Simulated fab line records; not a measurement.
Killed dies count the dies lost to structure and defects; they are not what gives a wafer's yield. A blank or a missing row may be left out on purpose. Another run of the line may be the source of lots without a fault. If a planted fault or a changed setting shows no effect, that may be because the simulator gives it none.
Matching of chambers / flow n5Finfet / N5_BEOL_M14_DEP_53 on pecvd-04: 3 sister chambers
The step deposits SiCN from 3MS/NH3, target thk 50 nm, time 17.8 s. 3 wafers are shown with their chamber, then 8 later ones without.

## WAFERS, EACH WITH ITS CHAMBER
wafer=L080.4; chamber=0; throttleValvePct (%)=19.2
wafer=L084.6; chamber=2; throttleValvePct (%)=16.5
wafer=L089.2; chamber=1; throttleValvePct (%)=18.3

## WAFERS WHOSE CHAMBER IS MISSING
wafer=L089.4; throttleValvePct (%)=18.3
wafer=L089.5; throttleValvePct (%)=16.6
wafer=L092.1; throttleValvePct (%)=16.8
wafer=L092.2; throttleValvePct (%)=18.1
wafer=L092.3; throttleValvePct (%)=19.2
wafer=L094.3; throttleValvePct (%)=16.7
wafer=L094.5; throttleValvePct (%)=19.5
wafer=L094.6; throttleValvePct (%)=18.0

## EACH ONE'S CHAMBER
wafer=L089.4; from the rows above=1; in truth=1
wafer=L089.5; from the rows above=2; in truth=2
wafer=L092.1; from the rows above=2; in truth=2
wafer=L092.2; from the rows above=1; in truth=1
wafer=L092.3; from the rows above=0; in truth=0
wafer=L094.3; from the rows above=2; in truth=2
wafer=L094.5; from the rows above=0; in truth=0
wafer=L094.6; from the rows above=1; in truth=1
Correct placement for 8 of the 8. From these rows, 0 cannot be placed. Number placed wrongly: 0.
How it was worked out, from the rows above alone: a wafer's distance from a chamber is the root of the sum, over the readings, of the square of ((its reading less the chamber's mean) divided by the reading's scatter). The wafer belongs to the nearest chamber; if the next one is less than 2 further off, it can't be placed. The mean given for a chamber averages the wafers shown for that chamber. The scatter (one wafer shown for each chamber): square how far every hidden wafer sits from the nearest shown wafer, average those squares and take the square root.
